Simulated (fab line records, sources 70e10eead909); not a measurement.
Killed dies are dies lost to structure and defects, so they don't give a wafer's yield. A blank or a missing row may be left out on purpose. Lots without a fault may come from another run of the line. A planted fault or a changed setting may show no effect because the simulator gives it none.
fab line records | flow nand_harc
record lots=13 wafers=39 last_day=25
route steps=1159 shown P_CONTACT@245 THIN_TSV@1136 END@1159
lots that met no fault: from a run of the same line without faults
start_h: hours from the record's first day to the start of the lot's first wafer shown | wait_h: hours since the lot's step before | " the same as in the row above | L1.1+2: a row that stands for several wafers | - no value, or no start given | * or withheld: withheld | < > ~ a bound
route shown NAME@n: a module of which the file shows steps, and the number in the route of the first | usual: mean/standard deviation of fault-free wafers | same: alike in all rows | chamber/n: place in a boat | sites: the reading at each site | _std_site: their standard deviation | _edge_site: outer sites' mean less inner sites' | radius_mm: how far each site lies from the wafer's centre | mask NAME#n: copy n | behind: the tool/chamber that last shaped the wafer | hold: why the lot was held/for how many hours/how that ended | device: the transistor (n, p or np) that didn't switch | end of line: the same wafers' tests at the end of the route | a step without rows: its recipe alone | killed: dies lost to structure and defects at the first sort, not the wafer's yield | map: a wafer's dies, x killed, . not, _ none there
set.NAME: the setting as run; set.NAME@STEP: as run at that earlier step | model.NAME: the simulator's own value behind a step, which no gauge read
steps of the route over a sample of lots; a table a step, a row a wafer
services: from which hour (start_h, from the record's first day; less than 0 if before it) a tool's chamber was out of use, for how many hours, and why
## steps
# step NHARC_P_CONTACT_PRE_CLEAN_39
# recipe time_s=19.5 bias_v=250 gas=Ar
# same time_s=19.5
# columns lot.wafer tool chamber start_h wait_h
L102.3+2+4 pvd_sputter-02 - 113.23 -
L105.1+3+5 pvd_sputter-01 - 130.26 -
L104.3+1+6 pvd_sputter-01 - 130.73 -
L106.2+5+6 pvd_sputter-03 - 138.90 -
L107.1+4+5 pvd_sputter-01 - 139.88 -
L108.2+5+6 pvd_sputter-01 - 140.47 -
L110.1+2+6 pvd_sputter-01 - 157.65 -
L119.3+2+4 pvd_sputter-03 - 219.67 -
L120.1+2+5 pvd_sputter-01 - 220.09 -
L122.3+1+5 pvd_sputter-03 - 233.12 -
L123.4+2+6 pvd_sputter-02 - 240.35 -
L124.1+3+5 pvd_sputter-03 - 241.06 -
L125.4+2+3 pvd_sputter-02 - 241.38 -
# step NHARC_THIN_TSV_DEGAS_53
# recipe temp_c=300 time_s=60
# usual heater_power_w=468/47
# same time_s=60
# columns lot.wafer tool chamber start_h wait_h heater_power_w
L102.4 pvd_sputter-01 - 432.98 0.1 464
L102.3 " - " " 358
L102.2 " - " " 505
L105.3 pvd_sputter-03 - 437.58 0.1 453
L105.1 " - " " 510
L105.5 " - " " 450
L104.3 pvd_sputter-03 - 441.44 0.1 450
L104.1 " - " " 509
L104.6 " - " " 448
L107.4 pvd_sputter-03 - 442.95 0.1 458
L107.1 " - " " 452
L107.5 " - " " 500
L106.2 pvd_sputter-03 - 448.68 0.1 508
L106.6 " - " " 473
L106.5 " - " " 511
L108.2 pvd_sputter-02 - 459.05 0.1 443
L108.5 " - " " 435
L108.6 " - " " 555
L110.2 pvd_sputter-01 - 477.74 0.1 514
L110.1 " - " " 372
L110.6 " - " " 501
L119.4 pvd_sputter-02 - 545.57 0.1 471
L119.2 " - " " 414
L119.3 " - " " 439
L120.2 pvd_sputter-03 - 561.28 0.1 445
L120.1 " - " " 456
L120.5 " - " " 459
L122.1 pvd_sputter-01 - 562.33 0.1 526
L122.3 " - " " 363
L122.5 " - " " 519
L123.4 pvd_sputter-02 - 563.52 0.1 449
L123.2 " - " " 545
L123.6 " - " " 561
L124.3 pvd_sputter-03 - 564.97 0.1 512
L124.1 " - " " 460
L124.5 " - " " 464
L125.3 pvd_sputter-03 - 571.30 0.1 447
L125.4 " - " " 525
L125.2 " - " " 469
# step NHARC_THIN_TSV_DESCUM_35
# recipe time_s=3 o2_flow_sccm=200 ar_flow_sccm=0 bias_power_w=0 chemistry=O2
# usual drypump_motor_current_A=5.8/0.42 oes_product_au=1.002/0.014 rf_vpp_V=57.7/1 showerhead_plenum_p_Torr=1.90/0.1 throttle_valve_pct=11.311/0.0099
# same bias_power_w=0 time_s=3
# columns lot.wafer tool chamber start_h wait_h drypump_motor_current_A oes_product_au rf_hours_counter_h rf_vpp_V showerhead_plenum_p_Torr throttle_valve_pct
L102.2 rie_diel-06 3 434.28 - 6.5 0.994 2 58.8 2.04 11.321
L102.3 " 0 " " 5.3 1.001 2 56.9 1.99 11.311
L102.4 " 2 " " 5.9 1.019 - 58.1 2.05 11.302
L105.1 rie_diel-10 3 438.89 - 6.0 0.981 7 57.5 1.89 11.301
L105.3 " 2 " " 4.9 0.988 7 56.9 1.78 11.302
L105.5 " 3 " " 6.0 0.980 - 57.4 1.89 11.305
L104.3 rie_diel-06 0 442.75 - 5.3 1.003 3 57.7 1.99 11.322
L104.1 " 2 " " 6.0 1.014 2 58.8 2.05 11.291
L104.6 " 1 " " 6.0 0.991 - 57.9 1.78 11.316
L107.4 rie_diel-06 1 444.13 - 5.9 1.006 1 56.4 1.78 11.315
L107.1 " 2 " " 5.9 1.016 2 59.6 2.05 11.334
L107.5 " 1 " " 5.9 0.993 - 56.8 1.78 11.313
L106.2 rie_diel-10 2 450.01 - 4.9 1.001 9 56.0 1.77 11.324
L106.5 " 3 " " 6.1 0.997 - 56.8 1.89 11.315
L106.6 " 0 " " 5.3 1.005 - 55.2 1.78 11.309
L108.2 rie_diel-06 0 460.52 - 5.3 1.007 4 58.1 1.99 11.323
L108.5 " 1 " " 5.9 1.016 - 58.6 1.78 11.312
L108.6 " 2 " " 6.0 1.001 - 59.8 2.05 11.316
L110.1 rie_diel-10 3 478.94 - 6.0 0.988 10 58.4 1.89 11.308
L110.2 " 0 " " 5.2 1.002 10 58.3 1.78 11.314
L110.6 " 2 " " 4.9 0.993 - 56.4 1.77 11.295
L119.2 rie_diel-06 3 546.87 - 6.5 0.991 9 56.8 2.04 11.289
L119.4 " 0 " " 5.3 0.990 9 57.8 1.98 11.300
L119.3 " 2 " " 5.9 0.996 8 57.8 2.04 11.312
L120.2 rie_diel-10 0 562.61 - 5.3 1.013 2 56.8 1.78 11.292
L120.1 " 1 " " 5.5 1.031 2 59.1 1.95 11.314
L120.5 " 3 " " 6.0 0.986 - 57.9 1.89 11.313
L122.1 rie_diel-10 3 563.63 - 6.0 0.986 2 57.5 1.89 11.294
L122.3 " 0 " " 5.3 1.004 2 57.7 1.78 11.320
L122.5 " 1 " " 5.5 1.029 - 59.0 1.95 11.306
L123.4 rie_diel-03 3 564.84 - 5.9 0.992 18 55.8 1.78 11.320
L123.2 " 1 " " 5.7 1.012 20 57.0 1.77 11.298
L123.6 " 0 " " 6.0 1.026 - 57.4 1.92 11.324
L124.3 rie_diel-03 1 566.26 - 5.7 1.008 20 56.2 1.77 11.308
L124.1 " 0 " " 5.9 1.013 19 57.7 1.92 11.302
L124.5 " 2 " " 5.7 0.994 - 58.2 1.92 11.319
L125.3 rie_diel-10 2 572.76 - 4.9 1.001 1 58.4 1.77 11.306
L125.4 " 0 " " 5.2 1.008 3 57.0 1.78 11.320
L125.2 " 1 " " 5.4 1.028 3 56.8 1.95 11.308
# step NHARC_THIN_TSV_ETCH_36
# recipe target_depth_a=650 over_etch_frac=0.3 time_s=18.571 ion_energy_ev=150 chemistry=Cl2/BCl3
# usual drypump_motor_current_A=6.13/0.24 oes_product_au=0.995/0.01
# same time_s=18.571
# columns lot.wafer tool chamber start_h wait_h drypump_motor_current_A oes_product_au rf_hours_counter_h
L102.2 rie_metal-01 1 434.69 0.2 5.86 0.988 2.3
L102.3 " 1 " " 5.84 0.971 -
L102.4 " 0 " " 5.99 1.017 -
L105.1 rie_metal-02 1 439.29 0.2 5.88 1.002 1.6
L105.3 " 1 " " 5.87 1.003 -
L105.5 " 0 " " 6.24 1.003 -
L104.1 rie_metal-01 0 443.13 0.2 6.02 1.002 2.8
L104.3 " 1 " " 5.81 0.976 -
L104.6 " 1 " " 5.80 0.980 -
L107.1 rie_metal-02 0 444.50 0.2 6.21 1.010 1.9
L107.4 " 1 " " 5.88 1.004 -
L107.5 " 1 " " 5.88 1.009 -
L106.2 rie_metal-03 0 450.37 0.2 6.30 0.993 4.5
L106.5 " 1 " " 6.49 1.004 -
L106.6 " 0 " " 6.28 0.994 -
L108.2 rie_metal-01 1 460.87 0.2 5.87 0.981 3.9
L108.6 " 0 " " 6.00 1.003 -
L108.5 " 1 " " 5.87 0.981 -
L110.2 rie_metal-01 0 479.31 0.2 6.00 0.993 3.6
L110.1 " 1 " " 5.86 0.980 4.6
L110.6 " 0 " " 6.01 0.990 -
L119.2 rie_metal-02 0 547.26 0.2 6.24 1.005 4.9
L119.4 " 0 " " 6.24 1.009 -
L119.3 " 1 " " 5.88 1.000 -
L120.1 rie_metal-02 1 563.01 0.2 5.88 0.996 5.6
L120.2 " 0 " " 6.23 0.983 5.6
L120.5 " 1 " " 5.88 0.990 -
L122.1 rie_metal-03 0 564.05 0.2 6.26 0.986 2.7
L122.3 " 0 " " 6.27 0.989 -
L122.5 " 0 " " 6.28 0.989 -
L123.2 rie_metal-03 0 565.25 0.2 6.27 0.990 2.7
L123.4 " 1 " " 6.52 0.999 -
L123.6 " 1 " " 6.53 0.996 -
L124.1 rie_metal-01 1 566.66 0.2 5.85 0.994 1.4
L124.3 " 0 " " 5.99 1.002 -
L124.5 " 1 " " 5.86 0.997 -
L125.2 rie_metal-03 1 573.14 0.2 6.52 1.002 3.0
L125.4 " 1 " " 6.51 0.991 -
L125.3 " 0 " " 6.26 0.986 -
# step NHARC_END_SORT_01
# recipe temp_c=25
# usual killed_at_array=28/11 killed_at_other=0.7/0.88 killed_at_periphery=3.1/2.2 killed_dies=31/12 killed_open=3.3/2 killed_short=2.0/1.6
# same gross_dies=677
# columns lot.wafer tool chamber start_h wait_h killed_at_array killed_at_other killed_at_periphery killed_dies killed_open killed_short
L108.2 prober-01 0 475.47 2.8 16 2 3 21 7 1
L108.5 prober-01 0 477.91 3.8 20 0 50 70 1 1
L108.6 prober-01 0 478.72 4.1 15 1 4 20 5 0
L110.1 prober-02 0 487.69 2.5 16 1 4 21 1 0
L110.2 prober-02 0 488.48 2.8 23 1 51 75 1 2
L110.6 prober-02 0 491.67 4.0 28 1 1 30 4 1
# killed by level:class
L108.2 A_CHANNEL_HOLE_D1:chamber_film_flake=11 P_CONTACT:geometric_particle:open=2 A_ONON_D1:geometric_particle:open=1 A_CHANNEL_FILL_D1:geometric_particle:open=1 A_WL_FILL:geometric_particle:open=1 A_CONTACT:geometric_particle:open=1 P_GATE:chamber_film_flake=1 STARTING-WAFER:geometric_particle:open=1
L108.5 P_CONTACT:unspecified=50 A_CHANNEL_HOLE_D1:chamber_film_flake=14 A_CONTACT:chamber_film_flake=3 A_CONTACT:geometric_particle:open=1 A_M1:geometric_particle:short=1 A_STAIRCASE:chamber_film_flake=1
L108.6 A_CHANNEL_HOLE_D1:chamber_film_flake=11 P_GATE:geometric_particle:open=1 P_CONTACT:geometric_particle:open=1 P_M0:geometric_particle:open=1 A_CONTACT:geometric_particle:open=1 A_M1:geometric_particle:open=1 P_GATE:chamber_film_flake=1 A_STAIRCASE:chamber_film_flake=1
L110.1 A_SLIT:chamber_film_flake=8 A_STAIRCASE:chamber_film_flake=2 P_M2:chamber_film_flake=2 A_CHANNEL_HOLE_D1:chamber_film_flake=2 A_WL_FILL:chamber_film_flake=2 P_CONTACT:geometric_particle:open=1 P_GATE:chamber_film_flake=1 A_CHANNEL_FILL_D1:chamber_film_flake=1
L110.2 P_CONTACT:unspecified=50 A_SLIT:chamber_film_flake=9 A_CONTACT:chamber_film_flake=4 A_CHANNEL_HOLE_D1:chamber_film_flake=3 A_STAIRCASE:chamber_film_flake=3 A_CONTACT:geometric_particle:open=1 A_BLC:geometric_particle:short=1 A_M0:geometric_particle:short=1
L110.6 A_SLIT:chamber_film_flake=12 A_BLC:chamber_film_flake=5 A_STAIRCASE:chamber_film_flake=3 A_CONTACT:chamber_film_flake=3 A_CONTACT:geometric_particle:open=2 A_SGD_CUT:geometric_particle:open=1 A_M0:geometric_particle:open=1 STARTING-WAFER:geometric_particle:short=1
## services
# columns tool chamber start_h hours kind
pvd_sputter-01 - 99.53 1.9 repair
pvd_sputter-03 - 102.04 10.0 pm
pvd_sputter-01 - 115.44 0.8 repair
pvd_sputter-03 - 125.88 5.1 repair
pvd_sputter-01 - 158.01 10.0 pm
rie_diel-10 - 176.50 9.0 pm
pvd_sputter-03 - 198.68 17.0 repair
pvd_sputter-02 - 214.00 10.0 pm
rie_diel-10 - 229.67 0.3 repair
pvd_sputter-02 - 229.81 2.5 repair
rie_diel-10 3 234.55 4.3 repair
pvd_sputter-03 - 280.04 10.0 pm
pvd_sputter-02 - 314.43 1.8 repair
pvd_sputter-01 - 336.01 10.0 pm
pvd_sputter-02 - 344.41 8.3 repair
rie_diel-10 - 353.50 9.0 pm
rie_diel-10 3 369.45 2.4 repair
pvd_sputter-01 - 380.41 2.9 repair
pvd_sputter-03 - 392.28 1.3 repair
pvd_sputter-03 - 458.04 10.0 pm
pvd_sputter-01 - 473.36 1.2 repair
pvd_sputter-03 - 476.42 1.3 repair
pvd_sputter-01 - 514.01 10.0 pm
pvd_sputter-01 - 527.49 1.4 repair
## key
first_sign step=NHARC_END_SORT_01 reading=killed_at_periphery direction=up sigmas=22 usual=3.1 struck=50.5
effect step=NHARC_END_SORT_01 reading=killed_dies direction=up sigmas=3.4 usual=31 struck=72
more_kills_born_at NHARC_P_CONTACT_PRE_CLEAN_39@pvd_sputter-01=100
met_at NHARC_P_CONTACT_PRE_CLEAN_39
struck_lots L108,L110
struck_wafers L108.5,L110.2
tester_left_out L108,L110
not_acting_at NHARC_THIN_TSV_DEGAS_53,NHARC_THIN_TSV_DESCUM_35,NHARC_THIN_TSV_ETCH_36
onset_between 139.88 140.47
fault kind=chamber_particle_source tool=pvd_sputter-01 chamber=- onset_h=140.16 steps=NHARC_P_CONTACT_PRE_CLEAN_39 rate_per_visit_cm2=0.38179 end_h=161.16 scope=struck_wafers_only
# tester_left_out: of these lots the tester's yield and bins aren't shown, on N5 and GAA mostly nor the transistor test; their killed dies are dies lost to structure and defects alone, not to doping, threshold or leakage, so they don't give the yield
